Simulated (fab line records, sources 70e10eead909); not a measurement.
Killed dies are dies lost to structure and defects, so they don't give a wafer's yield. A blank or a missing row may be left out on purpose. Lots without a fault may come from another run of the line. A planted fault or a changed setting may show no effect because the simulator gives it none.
fab line records | flow nand_harc
record lots=12 wafers=36 last_day=32
route steps=1302 shown A_ONON_D1@441 A_CHANNEL_HOLE_D1@459 END@1302
lots that met no fault: from a run of the same line without faults
start_h: hours from the record's first day to the start of the lot's first wafer shown | wait_h: hours since the lot's step before | " the same as in the row above | L1.1+2: a row that stands for several wafers | - no value, or no start given | * or withheld: withheld | < > ~ a bound
route shown NAME@n: a module of which the file shows steps, and the number in the route of the first | usual: mean/standard deviation of fault-free wafers | same: alike in all rows | chamber/n: place in a boat | sites: the reading at each site | _std_site: their standard deviation | _edge_site: outer sites' mean less inner sites' | radius_mm: how far each site lies from the wafer's centre | mask NAME#n: copy n | behind: the tool/chamber that last shaped the wafer | hold: why the lot was held/for how many hours/how that ended | device: the transistor (n, p or np) that didn't switch | end of line: the same wafers' tests at the end of the route | a step without rows: its recipe alone | killed: dies lost to structure and defects at the first sort, not the wafer's yield | map: a wafer's dies, x killed, . not, _ none there
set.NAME: the setting as run; set.NAME@STEP: as run at that earlier step | model.NAME: the simulator's own value behind a step, which no gauge read
steps of the route over a sample of lots; a table a step, a row a wafer
services: from which hour (start_h, from the record's first day; less than 0 if before it) a tool's chamber was out of use, for how many hours, and why
## steps
# step NHARC_A_ONON_D1_THK_MEAS_24
# recipe thk_meas_gauge=ellipsometry
# usual thk_nm=1000/11
# columns lot.wafer tool chamber start_h wait_h thk_nm
L683.3 film_metro-01 - 199.02 - 990
L683.4 " - " " 988
L683.5 " - " " 990
L684.1 film_metro-01 - 217.03 - 987
L684.3 " - " " 987
L684.5 " - " " 988
L685.1 film_metro-01 - 222.94 - 994
L685.4 " - " " 994
L685.5 " - " " 993
L686.1 film_metro-02 - 233.97 - 1011
L686.2 " - " " 1013
L686.6 " - " " 1013
L688.1 film_metro-01 - 248.82 - 1008
L688.2 " - " " 1007
L688.4 " - " " 1006
L687.2 film_metro-02 - 248.82 - 1010
L687.3 " - " " 1011
L687.6 " - " " 1011
L689.1 film_metro-02 - 265.72 - 1002
L689.3 " - " " 1001
L689.4 " - " " 1002
L690.2 film_metro-01 - 271.53 - 994
L690.4 " - " " 994
L690.6 " - " " 993
L692.3 film_metro-01 - 300.19 - 990
L692.5 " - " " 989
L692.6 " - " " 988
L698.1 film_metro-02 - 352.95 - 988
L698.4 " - " " 985
L698.6 " - " " 988
L700.1 film_metro-01 - 372.31 - 1003
L700.2 " - " " 1001
L700.6 " - " " 1004
L702.2 film_metro-01 - 392.15 - 1030
L702.3 " - " " 1029
L702.5 " - " " 1028
# step NHARC_A_CHANNEL_HOLE_D1_EXPOSE_07
# recipe na=1.35 target_cd_nm=100 sigma_outer=0.3 dose_mj=59.65 mask_id=HOLE_D1
# usual exposure_dose_mJ_cm2=59.9/0.33 focus_offset_nm=0.0/0.51
# columns lot.wafer tool chamber start_h wait_h mask exposure_dose_mJ_cm2 focus_offset_nm
L683.3 arfi_scanner-03 0 204.79 - HOLE_D1#0 60.2 0.4
L683.4 " 0 " " HOLE_D1#0 60.3 0.2
L683.5 " 0 " " HOLE_D1#0 60.2 -0.2
L684.1 arfi_scanner-01 0 221.28 - HOLE_D1#0 59.4 0.6
L684.3 " 0 " " HOLE_D1#0 59.5 0.2
L684.5 " 0 " " HOLE_D1#0 59.4 0.7
L685.1 arfi_scanner-02 0 227.94 - HOLE_D1#0 60.2 -0.8
L685.4 " 0 " " HOLE_D1#0 60.2 0.4
L685.5 " 0 " " HOLE_D1#0 60.2 -0.2
L686.1 arfi_scanner-01 0 239.73 - HOLE_D1#0 59.5 0.1
L686.2 " 0 " " HOLE_D1#0 59.6 -0.3
L686.6 " 0 " " HOLE_D1#0 59.6 0.4
L687.2 arfi_scanner-03 0 255.75 - HOLE_D1#0 60.2 0.1
L687.3 " 0 " " HOLE_D1#0 60.1 -0.2
L687.6 " 0 " " HOLE_D1#0 60.2 0.4
L688.1 arfi_scanner-02 0 257.22 - HOLE_D1#0 60.2 -0.6
L688.2 " 0 " " HOLE_D1#0 60.2 0.0
L688.4 " 0 " " HOLE_D1#0 60.2 -0.4
L689.1 arfi_scanner-02 0 272.67 - HOLE_D1#0 60.2 -0.4
L689.3 " 0 " " HOLE_D1#0 60.2 0.4
L689.4 " 0 " " HOLE_D1#0 60.2 0.3
L690.2 arfi_scanner-02 0 278.29 - HOLE_D1#0 61.6 0.4
L690.4 " 0 " " HOLE_D1#0 61.7 0.1
L690.6 " 0 " " HOLE_D1#0 61.6 0.5
L692.3 arfi_scanner-02 0 308.69 - HOLE_D1#0 61.2 0.0
L692.5 " 0 " " HOLE_D1#0 61.3 -0.9
L692.6 " 0 " " HOLE_D1#0 61.2 -0.6
L698.1 arfi_scanner-01 0 357.15 - HOLE_D1#0 59.5 -0.4
L698.4 " 0 " " HOLE_D1#0 59.4 -0.5
L698.6 " 0 " " HOLE_D1#0 59.5 -0.5
L700.1 arfi_scanner-01 0 377.42 - HOLE_D1#0 59.5 -1.3
L700.2 " 0 " " HOLE_D1#0 59.5 -0.2
L700.6 " 0 " " HOLE_D1#0 59.5 -0.9
L702.2 arfi_scanner-01 0 396.53 - HOLE_D1#0 59.6 -0.4
L702.3 " 0 " " HOLE_D1#0 59.6 0.2
L702.5 " 0 " " HOLE_D1#0 59.5 -0.2
# step NHARC_A_CHANNEL_HOLE_D1_CD_MEAS_10
# recipe target_cd_nm=100 landing_energy_ev=500
# usual cd_nm=100.6/0.7
# columns lot.wafer tool chamber start_h wait_h cd_nm
L683.3 cd_sem-01 0 204.92 - 100.7
L683.4 " 0 " " 101.3
L683.5 " 0 " " 101.1
L684.1 cd_sem-01 0 221.42 - 99.8
L684.3 " 0 " " 101.8
L684.5 " 0 " " 100.9
L685.1 cd_sem-01 0 228.07 - 100.3
L685.4 " 0 " " 99.9
L685.5 " 0 " " 100.7
L686.1 cd_sem-02 0 239.87 - 101.7
L686.2 " 0 " " 101.7
L686.6 " 0 " " 101.7
L687.2 cd_sem-02 0 255.89 - 100.4
L687.3 " 0 " " 101.8
L687.6 " 0 " " 101.7
L688.1 cd_sem-02 0 257.36 - 99.0
L688.2 " 0 " " 99.2
L688.4 " 0 " " 99.8
L689.1 cd_sem-03 0 272.81 - 100.9
L689.3 " 0 " " 100.6
L689.4 " 0 " " 100.9
L690.2 cd_sem-03 0 278.43 - 101.3
L690.4 " 0 " " 101.4
L690.6 " 0 " " 101.6
L692.3 cd_sem-03 0 308.83 - 101.0
L692.5 " 0 " " 101.4
L692.6 " 0 " " 99.7
L698.1 cd_sem-01 0 357.29 - 100.4
L698.4 " 0 " " 101.7
L698.6 " 0 " " 101.0
L700.1 cd_sem-01 0 377.56 - 100.4
L700.2 " 0 " " 99.7
L700.6 " 0 " " 100.0
L702.2 cd_sem-03 0 396.66 - 99.7
L702.3 " 0 " " 100.4
L702.5 " 0 " " 100.4
# step NHARC_A_CHANNEL_HOLE_D1_ETCH_16
# recipe target_depth_a=31000 over_etch_frac=0.3 time_s=806 ion_energy_ev=150 o2_flow_sccm=400 cos_flow_sccm=20 ar_flow_sccm=0 rf_w=500 bias_w=300 chemistry=O2/COS
# usual cos_flow_sccm=20.00/0.066 drypump_motor_current_A=5.8/0.44 oes_product_au=1.000/0.012 rf_vpp_V=314.4/1.6 showerhead_plenum_p_Torr=3.13/0.097 throttle_valve_pct=28.329/0.0087
# columns lot.wafer tool chamber start_h wait_h cos_flow_sccm drypump_motor_current_A oes_product_au rf_hours_counter_h rf_vpp_V showerhead_plenum_p_Torr throttle_valve_pct
L683.4 rie_diel-05 0 - - 19.87 5.6 1.015 47 312.6 3.06 28.331
L683.3 " 1 " " 19.97 6.3 1.000 49 318.9 3.35 28.308
L683.5 " 2 " " 20.12 5.7 1.015 - 310.9 2.89 28.320
L684.1 rie_diel-13 3 - - 19.92 5.3 0.997 2 315.2 3.24 28.331
L684.3 " 0 " " 19.95 5.5 0.978 2 313.1 3.07 28.341
L684.5 " 3 " " 19.97 5.3 1.002 - 315.2 3.24 28.331
L685.1 rie_diel-13 2 - - 20.02 6.3 0.990 3 312.8 3.07 28.328
L685.4 " 1 " " 19.97 6.5 1.027 3 314.6 3.09 28.315
L685.5 " 2 " " 19.95 6.3 0.989 - 312.1 3.07 28.326
L686.1 rie_diel-13 3 - - 19.91 5.4 0.996 5 315.5 3.24 28.322
L686.2 " 0 " " 20.05 5.4 0.988 4 313.1 3.07 28.336
L686.6 " 3 " " 19.93 5.4 1.004 - 315.2 3.24 28.342
L687.2 rie_diel-13 3 - - 20.04 5.4 0.987 6 314.9 3.24 28.332
L687.3 " 2 " " 20.03 6.3 0.976 6 312.4 3.07 28.329
L687.6 " 0 " " 19.98 5.5 0.991 - 314.0 3.07 28.330
L688.1 rie_diel-13 3 - - 19.92 5.3 0.991 7 314.8 3.24 28.314
L688.4 " 0 " " 19.93 5.5 0.995 6 312.1 3.06 28.319
L688.2 " 2 " " 20.04 6.3 0.994 6 312.2 3.07 28.337
L689.4 rie_diel-13 3 - - 19.95 5.4 0.995 8 316.1 3.24 28.328
L689.1 " 1 " " 19.96 6.5 1.015 6 313.3 3.09 28.331
L689.3 " 2 " " 19.92 6.3 0.979 7 313.5 3.07 28.333
L690.2 rie_diel-13 3 - - 19.96 5.4 1.009 9 315.4 3.24 28.318
L690.4 " 0 " " 20.05 5.5 0.990 8 313.7 3.06 28.330
L690.6 " 3 " " 19.98 5.4 0.995 - 316.0 3.24 28.314
L692.3 rie_diel-13 2 - - 20.06 6.3 0.991 11 313.7 3.07 28.333
L692.6 " 0 " " 20.04 5.5 0.976 - 311.5 3.06 28.328
L692.5 " 1 " " 20.05 6.5 1.013 - 313.5 3.09 28.327
L698.4 rie_diel-13 2 - - 19.98 6.2 1.005 0 313.3 3.07 28.338
L698.1 " 1 " " 19.94 6.5 0.995 0 314.1 3.08 28.329
L698.6 " 2 " " 19.95 6.3 0.995 - 313.8 3.07 28.317
L700.1 rie_diel-13 3 - - 20.06 5.3 0.986 2 317.1 3.23 28.319
L700.2 " 0 " " 19.96 5.5 1.004 2 313.1 3.06 28.327
L700.6 " 3 " " 20.01 5.3 1.004 - 316.2 3.23 28.334
L702.2 rie_diel-13 3 - - 20.00 5.3 0.986 3 315.0 3.23 28.337
L702.3 " 0 " " 19.98 5.4 0.991 3 314.2 3.06 28.329
L702.5 " 3 " " 19.95 5.3 0.988 - 316.0 3.23 28.327
# step NHARC_END_SORT_01
# recipe temp_c=25
# usual killed_at_array=54/20 killed_at_other=0.7/0.94 killed_at_periphery=3.8/2.7 killed_dies=59/20 killed_open=3.5/1.9 killed_short=2.5/1.6
# same gross_dies=677
# columns lot.wafer tool chamber start_h wait_h killed_at_array killed_at_other killed_at_periphery killed_dies killed_open killed_short
L687.2 prober-01 0 641.49 2.8 58 0 4 62 3 4
L687.3 prober-01 0 642.29 3.1 31 1 4 36 1 1
# killed by level:class
L687.2 A_CHANNEL_HOLE_D2:chamber_film_flake=30 A_CHANNEL_HOLE_D1:chamber_film_flake=15 P_STI:chamber_film_flake=3 A_SLIT:chamber_film_flake=3 A_CHANNEL_FILL_D2:geometric_particle:short=2 A_CONTACT:chamber_film_flake=2 P_GATE:geometric_particle:short=1 A_CONTACT:geometric_particle:short=1
L687.3 A_CHANNEL_HOLE_D2:chamber_film_flake=14 A_CHANNEL_HOLE_D1:chamber_film_flake=12 P_STI:chamber_film_flake=4 A_STAIRCASE:chamber_film_flake=2 A_ONON_D1:geometric_particle:short=1 A_M0:geometric_particle:open=1 A_ZERO_WELL:chamber_film_flake=1 THIN_TSV:chamber_film_flake=1
## services
# columns tool chamber start_h hours kind
rie_diel-13 1 187.75 21.0 repair
arfi_scanner-03 - 196.00 4.0 pm
rie_diel-13 2 197.62 2.8 repair
rie_diel-13 0 198.73 - clean
rie_diel-13 3 198.73 - clean
arfi_scanner-03 - 206.63 0.6 repair
arfi_scanner-01 - 210.69 0.8 repair
arfi_scanner-01 - 214.87 1.1 repair
rie_diel-05 - 229.64 9.0 pm
arfi_scanner-01 - 231.73 1.0 repair
arfi_scanner-01 - 253.43 4.0 pm
arfi_scanner-02 - 267.63 0.4 repair
arfi_scanner-03 - 301.79 2.9 repair
arfi_scanner-01 - 303.80 3.7 repair
rie_diel-13 2 310.75 4.6 repair
arfi_scanner-02 - 311.18 1.3 repair
arfi_scanner-02 - 313.46 4.0 pm
rie_diel-05 0 314.67 5.5 repair
arfi_scanner-03 - 328.70 0.8 repair
rie_diel-13 - 342.23 9.0 pm
rie_diel-13 - 362.84 3.2 repair
arfi_scanner-03 - 368.00 4.0 pm
arfi_scanner-02 - 373.45 7.3 repair
rie_diel-13 1 386.99 5.9 repair
## key
first_sign step=NHARC_A_CHANNEL_HOLE_D1_EXPOSE_07 reading=exposure_dose_mJ_cm2 direction=up sigmas=4.7 usual=59.9 struck=61.4
effect none on later readings
met_at NHARC_A_CHANNEL_HOLE_D1_EXPOSE_07
struck_lots L690,L692
tester_left_out L690,L692
loop_trim step=NHARC_A_CHANNEL_HOLE_D1_EXPOSE_07 setting=dose lots=L692
not_acting_at NHARC_A_ONON_D1_THK_MEAS_24,NHARC_A_CHANNEL_HOLE_D1_CD_MEAS_10,NHARC_A_CHANNEL_HOLE_D1_ETCH_16
onset_between 272.67 278.29
fault kind=process_parameter_drift tool=arfi_scanner-02 chamber=- onset_h=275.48 steps=NHARC_A_CHANNEL_HOLE_D1_EXPOSE_07 channel=dose_mj offset=1.3582 shape=step acts_in=these_recipes_only stated=59.65
# tester_left_out: of these lots the tester's yield and bins aren't shown, on N5 and GAA mostly nor the transistor test; their killed dies are dies lost to structure and defects alone, not to doping, threshold or leakage, so they don't give the yield
# loop_trim: a control loop set the setting to another value than it would have without faults
